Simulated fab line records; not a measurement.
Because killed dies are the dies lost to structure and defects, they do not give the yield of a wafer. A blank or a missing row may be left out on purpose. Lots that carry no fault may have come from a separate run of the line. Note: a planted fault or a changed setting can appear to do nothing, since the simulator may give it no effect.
Chamber matching -- flow nand-harc -- NHARC_A_M1_PRE_CLEAN_32 on pecvd-03: 3 sister chambers
The step time 12 s. 14 wafers are shown with their chamber, then 7 later ones without.

## WAFERS WITH THEIR CHAMBER
wafer,chamber,heater-power-w (W)
L565.2,0,586
L565.3,2,639
L565.6,0,566
L567.1,0,576
L567.5,0,575
L567.6,0,562
L570.2,0,728
L570.3,2,669
L570.6,0,723
L569.2,2,664
L569.5,1,562
L569.6,2,692
L571.1,1,597
L571.2,0,668

SIGNATURES, as means of the wafers listed above
reading,chamber 0,chamber 1,chamber 2,scatter within a chamber
heater-power-w,623.00,579.50,666.00,58.7
Rule: a wafer lies at a distance from a chamber equal to the root of the sum of squares, over the readings, of (its reading less the chamber's mean, divided by the reading's scatter). If the next closest chamber is less than 2 further off than the closest, the wafer can't be placed; otherwise it belongs to the closest. The scatter: take each reading less its chamber's mean, square it, sum over the shown wafers, divide by the number of wafers less the number of chambers, and take the root.

## WAFERS MISSING THEIR CHAMBER
wafer,heater-power-w (W)
L571.6,578
L573.2,610
L573.3,706
L573.6,725
L588.3,601
L588.5,617
L588.6,655

## WHICH CHAMBER EACH WENT THROUGH
wafer,from the rows above,in truth
L571.6,can't be placed: 1 or 0 or 2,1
L573.2,can't be placed: 0 or 1 or 2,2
L573.3,can't be placed: 2 or 0 or 1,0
L573.6,can't be placed: 2 or 0 or 1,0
L588.3,can't be placed: 1 or 0 or 2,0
L588.5,can't be placed: 0 or 1 or 2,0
L588.6,can't be placed: 2 or 0 or 1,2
Placed correctly: 0 of 7. From these rows, 7 cannot be placed; in 7 the true chamber is one of the candidates. Placed wrongly: 0.
